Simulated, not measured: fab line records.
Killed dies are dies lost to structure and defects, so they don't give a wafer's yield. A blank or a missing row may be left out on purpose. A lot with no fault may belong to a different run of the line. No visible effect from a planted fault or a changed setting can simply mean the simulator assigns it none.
Which tool did it?	flow nand harc	Sampling: 24 lots, 72 wafers, 6 of 1302 route steps

WHAT EACH GAUGE READ, for each wafer
The record holds no reading of a measuring or inspecting step that can be judged against a usual standard deviation.

WHICH TOOL RAN EACH LOT (tool, then ch and the chambers of the sampled wafers, then the start)
lot	NHARC_A_STAIRCASE_TRIM_200	NHARC_A_STAIRCASE_ETCH_201	NHARC_A_STAIRCASE_TRIM_220	NHARC_A_STAIRCASE_STRIP_238	NHARC_A_STAIRCASE_DEP_259	NHARC_A_STAIRCASE_STRIP_274
L074	rie diel-07 ch 0,1, day 16 05:35 or earlier	rie diel-07 ch 1,2,3, day 16 05:35 or earlier	rie diel-02 ch 1,2,3, day 16 05:35	plasma asher-01 ch 0,1, day 16 07:44	pecvd-04 ch 0,2, day 16 14:42	rie diel-07 ch 1,3, no start
L075	rie diel-02 ch 0,1,2, day 16 06:32 or earlier	rie diel-02 ch 0,2,3, day 16 06:32 or earlier	rie diel-04 ch 1,2,3, day 16 06:32	plasma asher-02 ch 0,1, day 16 08:37	pecvd-02 ch 0,2, day 16 19:03	rie diel-04 ch 0,2,3, no start
L076	rie diel-04 ch 0,1,3, day 16 20:53 or earlier	rie diel-04 ch 0,2,3, day 16 20:53 or earlier	rie diel-07 ch 0,1,3, day 16 20:53	plasma asher-01 ch 0,1, day 16 22:59	pecvd-04 ch 0,2, day 17 04:22	rie diel-04 ch 0,3, no start
L077	rie diel-02 ch 0,2, day 17 09:41 or earlier	rie diel-02 ch 2,3, day 17 09:41 or earlier	rie diel-04 ch 0,1,3, day 17 09:41	plasma asher-01 ch 1, day 17 11:59	pecvd-02 ch 1,2, day 17 16:23	rie diel-04 ch 0,1, no start
L078	rie diel-07 ch 0,1,3, day 17 22:18 or earlier	rie diel-07 ch 1,3, day 17 22:18 or earlier	rie diel-07 ch 0,2,3, day 17 22:18	plasma asher-01 ch 0,1, day 18 00:23	pecvd-03 ch 0,1,2, day 18 06:13	rie diel-07 ch 0,1,3, no start
L079	rie diel-02 ch 1,3, day 18 02:28 or earlier	rie diel-02 ch 0,2,3, day 18 02:28 or earlier	rie diel-02 ch 1,2, day 18 02:28	plasma asher-01 ch 0,1, day 18 04:34	pecvd-04 ch 1,2, day 18 08:58	rie diel-02 ch 0,1,2, no start
L080	rie diel-07 ch 0,3, day 18 17:50 or earlier	rie diel-07 ch 0,1,2, day 18 17:50 or earlier	rie diel-04 ch 1,2, day 18 17:50	plasma asher-01 ch 0,1, day 18 20:28	pecvd-04 ch 0,2, day 19 01:19	rie diel-02 ch 1,2, no start
L081	rie diel-04 ch 1,2,3, day 20 01:40 or earlier	rie diel-04 ch 0,3, day 20 01:40 or earlier	rie diel-07 ch 2,3, day 20 01:40	plasma asher-02 ch 0,1, day 20 06:43	pecvd-03 ch 0,1, day 20 13:25	rie diel-02 ch 0,1,3, no start
L082	rie diel-07 ch 0,1, day 20 07:23 or earlier	rie diel-07 ch 1,3, day 20 07:23 or earlier	rie diel-02 ch 1,2, day 20 07:23	plasma asher-02 ch 0,1, day 20 09:49	pecvd-02 ch 0,1,2, day 20 14:10	rie diel-04 ch 1,2,3, no start
L083	rie diel-07 ch 0,2, day 20 10:35 or earlier	rie diel-07 ch 0,2,3, day 20 10:35 or earlier	rie diel-04 ch 0,3, day 20 10:35	plasma asher-02 ch 0,1, day 20 12:43	pecvd-03 ch 1,2, day 20 17:05	rie diel-04 ch 0,2,3, no start
L084	rie diel-04 ch 0,1,3, day 20 11:34 or earlier	rie diel-04 ch 0,2,3, day 20 11:34 or earlier	rie diel-02 ch 0,1,2, day 20 11:34	plasma asher-01 ch 0,1, day 20 13:38	pecvd-04 ch 1,2, day 20 18:01	rie diel-04 ch 0,1,3, no start
L086	rie diel-02 ch 0,2,3, day 21 08:58 or earlier	rie diel-02 ch 0,3, day 21 08:58 or earlier	rie diel-02 ch 0,2,3, day 21 08:58	plasma asher-01 ch 0,1, day 21 11:03	pecvd-02 ch 0,2, day 21 16:03	rie diel-04 ch 0,1,2, no start
L085	rie diel-07 ch 1,3, day 21 11:56 or earlier	rie diel-07 ch 0,1,2, day 21 11:56 or earlier	rie diel-02 ch 0,2,3, day 21 11:56	plasma asher-01 ch 0,1, day 21 14:02	pecvd-04 ch 1,2, day 21 22:07	rie diel-02 ch 0,1, no start
L087	rie diel-02 ch 0,2,3, day 21 20:50 or earlier	rie diel-02 ch 0,1,3, day 21 20:50 or earlier	rie diel-07 ch 1,2, day 21 20:50	plasma asher-02 ch 0, day 21 23:58	pecvd-04 ch 0,1,2, day 22 05:59	rie diel-07 ch 1,2,3, no start
L088	rie diel-07 ch 0,1,3, day 22 04:04 or earlier	rie diel-07 ch 2,3, day 22 04:04 or earlier	rie diel-02 ch 0,3, day 22 04:04	plasma asher-02 ch 0,1, day 22 06:10	pecvd-02 ch 0,2, day 22 13:25	rie diel-07 ch 0,1, no start
L089	rie diel-07 ch 1,2,3, day 22 05:25 or earlier	rie diel-07 ch 0,2,3, day 22 05:25 or earlier	rie diel-02 ch 1,2,3, day 22 05:25	plasma asher-02 ch 0,1, day 22 07:50	pecvd-04 ch 1,2, day 22 14:04	rie diel-02 ch 0,1,3, no start
L090	rie diel-07 ch 0,1,2, day 23 03:40 or earlier	rie diel-07 ch 1,2,3, day 23 03:40 or earlier	rie diel-07 ch 0,1,2, day 23 03:40	plasma asher-02 ch 0,1, day 23 06:04	pecvd-03 ch 0,1,2, day 23 10:22	rie diel-07 ch 1,2,3, no start
L091	rie diel-02 ch 0,3, day 23 13:16 or earlier	rie diel-02 ch 0,2,3, day 23 13:16 or earlier	rie diel-07 ch 1,2,3, day 23 13:16	plasma asher-02 ch 0,1, day 23 15:29	pecvd-02 ch 0,1, day 23 20:58	rie diel-02 ch 0,1, no start
L092	rie diel-02 ch 0,2, day 23 15:52 or earlier	rie diel-02 ch 1,3, day 23 15:52 or earlier	rie diel-07 ch 1,3, day 23 15:52	plasma asher-01 ch 0,1, day 23 17:56	pecvd-04 ch 0,2, day 24 02:22	rie diel-02 ch 0,1,3, no start
L094	rie diel-04 ch 0,2,3, day 25 03:45 or earlier	rie diel-04 ch 0,1,3, day 25 03:45 or earlier	rie diel-07 ch 0,1,2, day 25 03:45	plasma asher-02 ch 0,1, day 25 05:50	pecvd-02 ch 0,2, day 25 12:06	rie diel-02 ch 0,1,3, no start
L095	rie diel-07 ch 2,3, day 25 05:32 or earlier	rie diel-07 ch 0,1,2, day 25 05:32 or earlier	rie diel-04 ch 0,1,3, day 25 05:32	plasma asher-02 ch 0,1, day 25 07:56	pecvd-04 ch 0,1,2, day 25 12:50	rie diel-04 ch 0,3, no start
L093	rie diel-04 ch 0,3, day 25 06:17 or earlier	rie diel-04 ch 0,1, day 25 06:17 or earlier	rie diel-07 ch 0,1,2, day 25 06:17	plasma asher-01 ch 0,1, day 25 08:52	pecvd-04 ch 0,2, day 25 14:00	rie diel-02 ch 0,2, no start
L097	rie diel-07 ch 1,2,3, day 25 20:36 or earlier	rie diel-07 ch 0,1,3, day 25 20:36 or earlier	rie diel-02 ch 1,2,3, day 25 20:36	plasma asher-01 ch 0,1, day 25 22:41	pecvd-03 ch 0,1, day 26 05:03	rie diel-02 ch 1,3, no start
L096	rie diel-07 ch 2,3, day 25 22:34 or earlier	rie diel-07 ch 0,2,3, day 25 22:34 or earlier	rie diel-04 ch 0,2,3, day 25 22:34	plasma asher-01 ch 0,1, day 26 00:38	pecvd-02 ch 0,1, day 26 07:54	rie diel-07 ch 1,2, no start
- NHARC_A_STAIRCASE_TRIM_200: chemistry O2, time 211.2 s.
- NHARC_A_STAIRCASE_ETCH_201: etches the open film in C4F8/O2, target depth 100 nm, time 40.5 s.
- NHARC_A_STAIRCASE_TRIM_220: chemistry O2, time 211.2 s.
- NHARC_A_STAIRCASE_STRIP_238: strips in O2.
- NHARC_A_STAIRCASE_DEP_259: deposits SiON, target thk 30 nm.
- NHARC_A_STAIRCASE_STRIP_274: strips in O2.

WHAT THE TOOLS THEMSELVES READ (means of the sampled wafers that have a number; where no wafer has one, the mark that the record gives instead)
NHARC_A_STAIRCASE_TRIM_200.
lot	tool	drypump motor current A (A)	mfc ar sccm (sccm)	oes product au (a.u.)	rf vpp V (V)	showerhead plenum p Torr (Torr)	throttle valve pct (%)
L074	rie diel-07	6.1	0.016	0.995	58.2	3.70	17.041
L075	rie diel-02	5.3	0.004	1.004	58.3	3.34	17.036
L076	rie diel-04	6.3	0.000	0.998	58.0	3.47	17.031
L077	rie diel-02	5.1	0.003	1.009	58.2	3.29	17.043
L078	rie diel-07	5.7	0.008	0.996	57.9	3.58	17.039
L079	rie diel-02	5.5	0.002	0.992	57.1	3.46	17.033
L080	rie diel-07	5.5	0.000	0.995	58.1	3.47	17.032
L081	rie diel-04	6.4	0.008	1.006	57.5	3.49	17.041
L082	rie diel-07	6.1	0.008	0.988	57.8	3.63	17.040
L083	rie diel-07	6.2	0.000	1.003	58.2	3.56	17.033
L084	rie diel-04	6.3	0.000	1.006	57.3	3.45	17.036
L086	rie diel-02	5.2	0.001	0.988	57.8	3.53	17.043
L085	rie diel-07	5.8	0.016	0.994	58.0	3.63	17.035
L087	rie diel-02	5.2	0.001	0.992	57.8	3.53	17.034
L088	rie diel-07	5.7	0.008	0.997	58.5	3.57	17.039
L089	rie diel-07	5.9	0.008	1.003	57.4	3.56	17.037
L090	rie diel-07	6.2	0.008	1.006	58.4	3.61	17.036
L091	rie diel-02	5.1	0.003	0.999	57.7	3.67	17.027
L092	rie diel-02	5.3	0.001	0.991	57.2	3.47	17.046
L094	rie diel-04	6.1	0.008	1.005	57.9	3.53	17.028
L095	rie diel-07	5.6	0.000	0.998	57.6	3.44	17.041
L093	rie diel-04	6.1	0.000	1.008	58.3	3.54	17.034
L097	rie diel-07	5.9	0.008	1.008	56.9	3.54	17.025
L096	rie diel-07	5.6	0.000	1.002	57.6	3.43	17.033

NHARC_A_STAIRCASE_ETCH_201.
lot	tool	oes product au (a.u.)	rf vpp V (V)
L074	rie diel-07	0.949	898
L075	rie diel-02	0.955	890
L076	rie diel-04	0.936	890
L077	rie diel-02	0.933	891
L078	rie diel-07	0.939	900
L079	rie diel-02	0.936	896
L080	rie diel-07	0.938	899
L081	rie diel-04	0.943	890
L082	rie diel-07	0.918	900
L083	rie diel-07	0.929	895
L084	rie diel-04	0.938	890
L086	rie diel-02	0.935	897
L085	rie diel-07	0.955	898
L087	rie diel-02	0.938	897
L088	rie diel-07	0.935	894
L089	rie diel-07	0.935	896
L090	rie diel-07	0.935	897
L091	rie diel-02	0.942	895
L092	rie diel-02	0.944	892
L094	rie diel-04	0.933	898
L095	rie diel-07	0.949	898
L093	rie diel-04	0.949	904
L097	rie diel-07	0.946	896
L096	rie diel-07	0.943	895

NHARC_A_STAIRCASE_TRIM_220.
lot	tool	drypump motor current A (A)	mfc ar sccm (sccm)	oes product au (a.u.)	rf vpp V (V)	showerhead plenum p Torr (Torr)	throttle valve pct (%)
L074	rie diel-02	5.5	0.002	1.010	57.9	3.42	17.037
L075	rie diel-04	6.4	0.008	0.998	57.9	3.50	17.038
L076	rie diel-07	5.8	0.008	1.000	57.1	3.59	17.032
L077	rie diel-04	6.3	0.000	1.001	57.5	3.46	17.035
L078	rie diel-07	5.9	0.000	0.998	57.4	3.52	17.028
L079	rie diel-02	5.6	0.005	0.988	56.9	3.38	17.041
L080	rie diel-04	6.6	0.008	0.997	58.2	3.56	17.041
L081	rie diel-07	5.6	0.000	0.996	57.3	3.46	17.033
L082	rie diel-02	5.5	0.002	0.990	58.1	3.35	17.042
L083	rie diel-04	6.1	0.000	0.999	57.4	3.34	17.032
L084	rie diel-02	5.3	0.004	0.999	57.7	3.51	17.034
L086	rie diel-02	5.2	0.001	0.996	57.9	3.53	17.043
L085	rie diel-02	5.2	0.001	1.001	57.2	3.53	17.044
L087	rie diel-07	6.2	0.016	0.995	58.3	3.67	17.038
L088	rie diel-02	5.1	0.003	1.005	58.4	3.68	17.025
L089	rie diel-02	5.5	0.002	0.995	57.4	3.39	17.037
L090	rie diel-07	6.2	0.008	1.000	58.4	3.61	17.040
L091	rie diel-07	5.9	0.008	1.004	56.8	3.55	17.028
L092	rie diel-07	5.4	0.008	1.001	58.2	3.51	17.044
L094	rie diel-07	6.2	0.008	1.002	58.6	3.60	17.037
L095	rie diel-04	6.3	0.000	0.992	58.3	3.60	17.038
L093	rie diel-07	6.2	0.008	0.998	57.9	3.60	17.028
L097	rie diel-02	5.5	0.002	0.998	57.5	3.38	17.044
L096	rie diel-04	6.1	0.008	1.006	57.1	3.53	17.038

NHARC_A_STAIRCASE_STRIP_238.
lot	tool	drypump motor current A (A)	heater power w (W)
L074	plasma asher-01	5.8	301
L075	plasma asher-02	6.0	306
L076	plasma asher-01	5.8	301
L077	plasma asher-01	6.5	300
L078	plasma asher-01	6.2	305
L079	plasma asher-01	5.8	308
L080	plasma asher-01	6.2	305
L081	plasma asher-02	6.0	317
L082	plasma asher-02	6.3	340
L083	plasma asher-02	6.3	335
L084	plasma asher-01	5.9	308
L086	plasma asher-01	6.2	302
L085	plasma asher-01	6.1	302
L087	plasma asher-02	6.6	348
L088	plasma asher-02	6.0	319
L089	plasma asher-02	6.3	336
L090	plasma asher-02	6.3	337
L091	plasma asher-02	6.0	315
L092	plasma asher-01	5.8	316
L094	plasma asher-02	6.0	313
L095	plasma asher-02	6.0	316
L093	plasma asher-01	5.9	310
L097	plasma asher-01	5.8	316
L096	plasma asher-01	5.9	319

NHARC_A_STAIRCASE_DEP_259.
lot	tool	heater power w (W)	showerhead vpp V (V)
L074	pecvd-04	782	1174
L075	pecvd-02	794	1186
L076	pecvd-04	743	1184
L077	pecvd-02	861	1143
L078	pecvd-03	740	1088
L079	pecvd-04	643	1179
L080	pecvd-04	757	1171
L081	pecvd-03	759	1103
L082	pecvd-02	806	1162
L083	pecvd-03	711	1124
L084	pecvd-04	642	1200
L086	pecvd-02	832	1177
L085	pecvd-04	724	1170
L087	pecvd-04	730	1182
L088	pecvd-02	868	1155
L089	pecvd-04	663	1176
L090	pecvd-03	772	1098
L091	pecvd-02	721	1188
L092	pecvd-04	619	1171
L094	pecvd-02	813	1142
L095	pecvd-04	716	1186
L093	pecvd-04	740	1174
L097	pecvd-03	716	1098
L096	pecvd-02	826	1194

NHARC_A_STAIRCASE_STRIP_274.
lot	tool	drypump motor current A (A)	mfc ar sccm (sccm)	oes product au (a.u.)	rf vpp V (V)	showerhead plenum p Torr (Torr)	throttle valve pct (%)
L074	rie diel-07	5.4	0.008	0.996	58.1	3.54	17.044
L075	rie diel-04	6.2	0.008	1.005	57.8	3.40	17.035
L076	rie diel-04	6.0	0.000	1.005	57.7	3.36	17.045
L077	rie diel-04	6.5	0.000	1.001	57.9	3.52	17.038
L078	rie diel-07	5.7	0.008	0.989	57.5	3.58	17.031
L079	rie diel-02	5.3	0.004	0.987	57.5	3.51	17.036
L080	rie diel-02	5.6	0.005	0.990	57.2	3.38	17.036
L081	rie diel-02	5.3	0.004	0.991	57.7	3.56	17.038
L082	rie diel-04	6.4	0.008	1.006	57.9	3.48	17.040
L083	rie diel-04	6.1	0.008	1.002	57.4	3.38	17.042
L084	rie diel-04	6.3	0.000	0.995	58.6	3.45	17.028
L086	rie diel-04	6.4	0.008	1.000	58.3	3.43	17.043
L085	rie diel-02	5.4	0.006	0.994	58.3	3.52	17.038
L087	rie diel-07	5.9	0.008	1.002	57.6	3.56	17.035
L088	rie diel-07	6.1	0.008	0.998	58.1	3.62	17.024
L089	rie diel-02	5.3	0.004	0.991	57.0	3.55	17.034
L090	rie diel-07	5.9	0.008	1.001	57.7	3.55	17.029
L091	rie diel-02	5.4	0.006	0.992	56.7	3.52	17.047
L092	rie diel-02	5.3	0.004	0.995	58.0	3.54	17.034
L094	rie diel-02	5.3	0.004	1.004	58.5	3.54	17.033
L095	rie diel-04	6.1	0.000	1.000	58.2	3.67	17.039
L093	rie diel-02	5.1	0.003	1.008	58.2	3.62	17.039
L097	rie diel-02	5.6	0.005	0.999	57.7	3.40	17.048
L096	rie diel-07	6.2	0.016	0.996	58.0	3.65	17.030

THE ANSWER, worked out from the rows above alone
Rule: the lots themselves supply what counts as usual. The widest of any qualifying gaps counts: lots, ordered by their means at a reading, are off when they make up no more than a third of the lots, leave a main group of 4 or more, and stand apart from it by 3 or more times the standard deviation of that group's means. Not used: any main group whose means are identical at the precision the tables above print for the reading. Also off: a lot with no number at a reading for which 4 or more lots have one. Where the step has rows for the other lots, those lots are counted as sound. Order of review: gauges by route order, followed by the tools' own readings, for which a lot's mean as printed above is used. The first step at which some lot is off is used, and at that step the reading that is off furthest; a lot without a number counts as furthest.
Nothing can be told from this: no lot is off at any reading shown.

WHAT THE SIMULATOR HAD INSERTED
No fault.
